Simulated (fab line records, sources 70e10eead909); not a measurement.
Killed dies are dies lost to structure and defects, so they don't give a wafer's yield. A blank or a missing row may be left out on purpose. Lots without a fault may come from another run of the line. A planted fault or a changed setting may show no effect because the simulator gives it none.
fab line records | flow nand_harc | part 2 of 2: steps 30 to 37 of 37
record lots=5 wafers=15 last_day=33
route steps=1302 shown P_M0@264 P_M1@285
lots that met no fault: from a run of the same line without faults
start_h: hours from the record's first day to the start of the lot's first wafer shown | wait_h: hours since the lot's step before | " the same as in the row above | L1.1+2: a row that stands for several wafers | - no value, or no start given | * or withheld: withheld | < > ~ a bound
route shown NAME@n: a module of which the file shows steps, and the number in the route of the first | usual: mean/standard deviation of fault-free wafers | same: alike in all rows | chamber/n: place in a boat | sites: the reading at each site | _std_site: their standard deviation | _edge_site: outer sites' mean less inner sites' | radius_mm: how far each site lies from the wafer's centre | mask NAME#n: copy n | behind: the tool/chamber that last shaped the wafer | hold: why the lot was held/for how many hours/how that ended | device: the transistor (n, p or np) that didn't switch | end of line: the same wafers' tests at the end of the route | a step without rows: its recipe alone | killed: dies lost to structure and defects at the first sort, not the wafer's yield | map: a wafer's dies, x killed, . not, _ none there
set.NAME: the setting as run; set.NAME@STEP: as run at that earlier step | model.NAME: the simulator's own value behind a step, which no gauge read
lots at some steps of the route; a table a step, a row a wafer
services: from which hour (start_h, from the record's first day; less than 0 if before it) a tool's chamber was out of use, for how many hours, and why
## steps
# step NHARC_P_M1_DEVELOP_08
# recipe develop_time_s=35 dev_temp_c=23
# columns lot.wafer tool chamber start_h wait_h
L081.2+3+6 litho_track-01 0 - -
L082.2+3+6 litho_track-06 0 - -
L087.2+3+4 litho_track-01 0 - -
L095.1+2+6 litho_track-01 0 - -
L096.1+4+6 litho_track-04 0 - -
# step NHARC_P_M1_CD_MEAS_09
# recipe target_cd_nm=130 landing_energy_ev=500
# usual cd_nm=130.2/0.83
# columns lot.wafer tool chamber start_h wait_h cd_nm
L081.2 cd_sem-02 0 206.00 - 129.3
L081.3 " 0 " " 129.4
L081.6 " 0 " " 130.0
L082.2 cd_sem-01 0 209.96 - 131.6
L082.3 " 0 " " 130.9
L082.6 " 0 " " 130.2
L087.2 cd_sem-02 0 251.20 - 128.8
L087.3 " 0 " " 129.3
L087.4 " 0 " " 130.2
L095.1 cd_sem-02 0 341.39 - 129.4
L095.2 " 0 " " 130.0
L095.6 " 0 " " 129.9
L096.1 cd_sem-03 0 352.11 - 130.2
L096.4 " 0 " " 129.4
L096.6 " 0 " " 130.6
# step NHARC_P_M1_OVL_MEAS_10
# recipe pitch_nm=260
# usual overlay_x_nm=-0.1/0.93 overlay_y_nm=-0.4/0.84
# columns lot.wafer tool chamber start_h wait_h overlay_x_nm overlay_y_nm
L081.2 overlay-01 - 206.08 - 0.9 -1.5
L081.3 " - " " 0.7 -1.7
L081.6 " - " " 0.5 -1.8
L082.2 overlay-02 - 210.05 - -0.2 -1.4
L082.3 " - " " -0.7 -0.9
L082.6 " - " " -1.0 -1.4
L087.2 overlay-01 - 251.29 - -0.9 0.5
L087.3 " - " " -0.3 -0.7
L087.4 " - " " -0.7 -0.3
L095.1 overlay-01 - 341.48 - -1.5 1.0
L095.2 " - " " -1.4 1.0
L095.6 " - " " -2.0 1.0
L096.1 overlay-01 - 352.20 - -1.3 -2.1
L096.4 " - " " -1.2 -1.9
L096.6 " - " " -1.0 -2.6
# step NHARC_P_M1_INSPECT_11
# usual raw_defect_count=5/3.1
# columns lot.wafer tool chamber start_h wait_h raw_defect_count
L081.2 defect_inspect-02 - 206.12 0.0 3
L081.3 " - " " 7
L081.6 " - " " 4
L082.2 defect_inspect-02 - 210.08 0.0 3
L082.3 " - " " 4
L082.6 " - " " 4
L087.2 defect_inspect-01 - 251.33 0.0 4
L087.3 " - " " 3
L087.4 " - " " 5
L095.1 defect_inspect-01 - 341.52 0.0 9
L095.2 " - " " 7
L095.6 " - " " 8
L096.1 defect_inspect-01 - 352.24 0.0 6
L096.4 " - " " 8
L096.6 " - " " 9
# step NHARC_P_M1_DESCUM_14
# recipe time_s=3 o2_flow_sccm=200 ar_flow_sccm=0 bias_power_w=0 chemistry=O2
# usual drypump_motor_current_A=5.7/0.36 oes_product_au=1.002/0.014 rf_vpp_V=57.7/0.88 showerhead_plenum_p_Torr=1.92/0.087 throttle_valve_pct=11.312/0.0092
# columns lot.wafer tool chamber start_h wait_h drypump_motor_current_A oes_product_au rf_hours_counter_h rf_vpp_V showerhead_plenum_p_Torr throttle_valve_pct
L081.2 rie_diel-08 0 206.18 0.1 5.5 1.008 0 56.6 1.88 11.312
L081.3 " 3 " " 5.6 1.000 1 56.3 1.84 11.298
L081.6 " 0 " " 5.5 1.012 - 59.0 1.88 11.316
L082.3 rie_diel-13 0 210.16 0.1 5.3 1.000 9 59.8 1.93 11.336
L082.2 " 1 " " 6.5 1.029 11 57.8 2.07 11.326
L082.6 " 2 " " 4.9 1.003 - 57.7 1.84 11.309
L087.2 rie_diel-11 2 251.39 0.1 5.4 0.991 13 58.5 2.03 11.313
L087.4 " 0 " " 5.4 1.002 15 55.9 1.86 11.303
L087.3 " 1 " " 6.3 0.998 16 58.1 1.91 11.308
L095.1 rie_diel-08 1 341.58 0.1 5.6 1.000 10 57.3 1.84 11.305
L095.2 " 3 " " 5.6 1.003 10 56.9 1.84 11.319
L095.6 " 2 " " 5.8 0.993 - 58.8 2.06 11.321
L096.1 rie_diel-08 2 352.31 0.1 5.8 0.991 10 57.1 2.06 11.297
L096.4 " 0 " " 5.5 0.997 11 58.7 1.87 11.316
L096.6 " 2 " " 5.8 0.997 - 58.3 2.06 11.314
# step NHARC_P_M1_ETCH_35
# recipe target_depth_a=400 overetch_a=120 time_s=43.94 ion_energy_ev=200 n2_flow_sccm=150 h2_flow_sccm=150 ar_flow_sccm=0 rf_w=400 bias_w=150 chemistry=N2/H2
# usual drypump_motor_current_A=5.7/0.36 oes_product_au=1.003/0.013 rf_vpp_V=430.5/2.6 showerhead_plenum_p_Torr=2.04/0.089 throttle_valve_pct=14.172/0.009
# columns lot.wafer tool chamber start_h wait_h drypump_motor_current_A oes_product_au rf_hours_counter_h rf_vpp_V showerhead_plenum_p_Torr throttle_valve_pct
L081.2 rie_diel-08 1 206.27 0.1 5.6 1.010 0 428.0 1.96 14.172
L081.3 " 2 " " 5.8 0.990 0 436.5 2.21 14.172
L081.6 " 2 " " 5.8 0.987 - 432.3 2.21 14.164
L082.2 rie_diel-13 0 210.23 0.1 5.3 1.009 9 430.9 2.05 14.171
L082.3 " 2 " " 4.9 1.002 11 428.1 1.96 14.170
L082.6 " 0 " " 5.3 1.010 - 431.1 2.05 14.179
L087.2 rie_diel-11 3 251.47 0.1 6.2 1.024 16 431.9 2.08 14.160
L087.4 " 0 " " 5.4 1.000 15 429.9 1.98 14.165
L087.3 " 2 " " 5.4 0.993 13 434.0 2.17 14.171
L095.2 rie_diel-08 0 341.66 0.1 5.5 1.003 10 430.0 2.00 14.168
L095.1 " 3 " " 5.6 1.007 10 428.6 1.96 14.164
L095.6 " 0 " " 5.5 1.008 - 428.7 2.00 14.161
L096.1 rie_diel-08 1 352.38 0.1 5.6 0.993 11 428.7 1.96 14.185
L096.4 " 2 " " 5.8 0.986 10 434.5 2.20 14.191
L096.6 " 2 " " 5.8 0.990 - 434.0 2.20 14.177
# step NHARC_P_M1_ETCH_15
# recipe target_depth_a=1825 time_s=91.2 c4f8_flow_sccm=withheld ar_flow_sccm=400 rf_w=600 bias_w=300 chemistry=C4F8/Ar
# usual oes_product_au=0.957/0.024 rf_vpp_V=440.9/2.7
# columns lot.wafer tool chamber start_h wait_h oes_product_au rf_hours_counter_h rf_vpp_V
L081.2 rie_diel-08 3 - - 0.976 1 437.5
L081.3 " 2 " " 0.965 0 444.9
L081.6 " 3 " " 0.978 - 437.7
L082.3 rie_diel-13 0 - - 0.978 10 440.5
L082.2 " 3 " " 0.965 10 441.1
L082.6 " 0 " " 0.982 - 442.4
L087.2 rie_diel-11 1 - - 0.966 16 438.6
L087.3 " 3 " " 0.985 16 441.2
L087.4 " 0 " " 0.979 15 439.1
L095.2 rie_diel-08 1 - - 0.964 10 439.4
L095.1 " 0 " " 0.976 10 439.2
L095.6 " 1 " " 0.952 - 438.3
L096.4 rie_diel-08 2 - - 0.949 10 444.8
L096.1 " 3 " " 0.999 10 438.4
L096.6 " 1 " " 0.966 - 439.1
# step NHARC_P_M1_CD_MEAS_16
# usual cd_nm=129.9/1.1
# columns lot.wafer tool chamber start_h wait_h cd_nm
L081.2 cd_sem-03 - 206.49 - 128.8
L081.3 " - " " 128.4
L081.6 " - " " 129.3
L082.2 cd_sem-03 - 210.45 - 131.1
L082.3 " - " " 130.8
L082.6 " - " " 130.0
L087.2 cd_sem-01 - 251.69 - 128.4
L087.3 " - " " 130.1
L087.4 " - " " 129.5
L095.1 cd_sem-03 - 341.88 - 127.8
L095.2 " - " " 129.7
L095.6 " - " " 129.6
L096.1 cd_sem-02 - 352.60 - 130.8
L096.4 " - " " 128.7
L096.6 " - " " 130.0
## services
# columns tool chamber start_h hours kind
rie_diel-02 - 178.95 0.2 repair
litho_track-06 - 179.00 7.0 pm
rie_diel-02 3 179.29 4.0 repair
pecvd-03 - 185.00 13.0 pm
rie_diel-08 - 190.81 9.0 pm
rie_diel-04 - 195.88 0.3 repair
pvd_sputter-03 - 201.48 1.6 repair
litho_track-04 - 203.00 7.0 pm
rie_diel-02 - 219.42 9.0 pm
pvd_sputter-01 - 226.00 10.0 pm
pecvd-02 - 227.41 13.0 pm
pecvd-03 1 230.68 21.7 repair
pecvd-03 2 237.38 6.5 repair
rie_diel-02 3 250.05 23.0 repair
wet_bench-09 - 254.04 5.4 repair
rie_diel-07 0 259.15 6.8 repair
pvd_sputter-02 - 282.00 10.0 pm
rie_diel-07 1 284.43 48.4 repair
rie_diel-07 - 294.20 9.0 pm
pecvd-02 1 314.16 11.0 repair
rie_diel-07 3 321.79 14.8 repair
pecvd-02 0 322.43 4.2 repair
litho_track-01 - 330.01 7.0 pm
rie_diel-07 0 332.93 5.0 repair
